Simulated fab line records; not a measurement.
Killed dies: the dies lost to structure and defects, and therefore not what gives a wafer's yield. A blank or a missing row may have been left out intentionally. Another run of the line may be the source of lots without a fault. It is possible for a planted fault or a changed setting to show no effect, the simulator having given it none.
Matching of chambers -- flow nand harc -- 4 sister chambers for NHARC_P_GATE_STRIP_101 on rie diel-05
The step strips in O2, time 20 s. 4 wafers are shown with their chamber, then 12 later ones without.

WAFERS PAIRED WITH THEIR CHAMBERS
wafer,chamber,showerhead plenum p Torr (Torr)
L082.1,3,3.62
L084.5,0,3.58
L086.2,2,3.46
L086.6,1,3.46

WAFERS WHOSE CHAMBER IS MISSING
wafer,showerhead plenum p Torr (Torr)
L088.1,3.62
L088.4,3.46
L088.5,3.62
L090.1,3.46
L090.4,3.62
L090.6,3.46
L091.1,3.46
L091.2,3.61
L091.3,3.58
L095.3,3.45
L095.4,3.61
L095.5,3.45

WHICH CHAMBER EACH ONE RAN IN
wafer,from the rows above,in truth
L088.1,3,3
L088.4,can't be placed: 1 or 2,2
L088.5,3,3
L090.1,can't be placed: 1 or 2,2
L090.4,3,3
L090.6,can't be placed: 1 or 2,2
L091.1,can't be placed: 1 or 2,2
L091.2,3,3
L091.3,0,0
L095.3,can't be placed: 1 or 2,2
L095.4,3,3
L095.5,can't be placed: 1 or 2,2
Correctly placed: 6 of 12. Cannot be placed on the basis of these rows: 6; the candidates contain the true chamber in 6. Placed wrongly: 0.
How it was worked out, from the rows above alone: a wafer's distance from a chamber is the root of the sum, over the readings, of the square of ((its reading less the chamber's mean) divided by the reading's scatter). If the next closest chamber is less than 2 further off than the closest, the wafer can't be placed; otherwise it belongs to the closest. For every chamber, the mean is computed from those of its wafers that are shown. The scatter: with one shown wafer a chamber, the root of the mean of the squares of how far each hidden wafer lies from its nearest shown one.
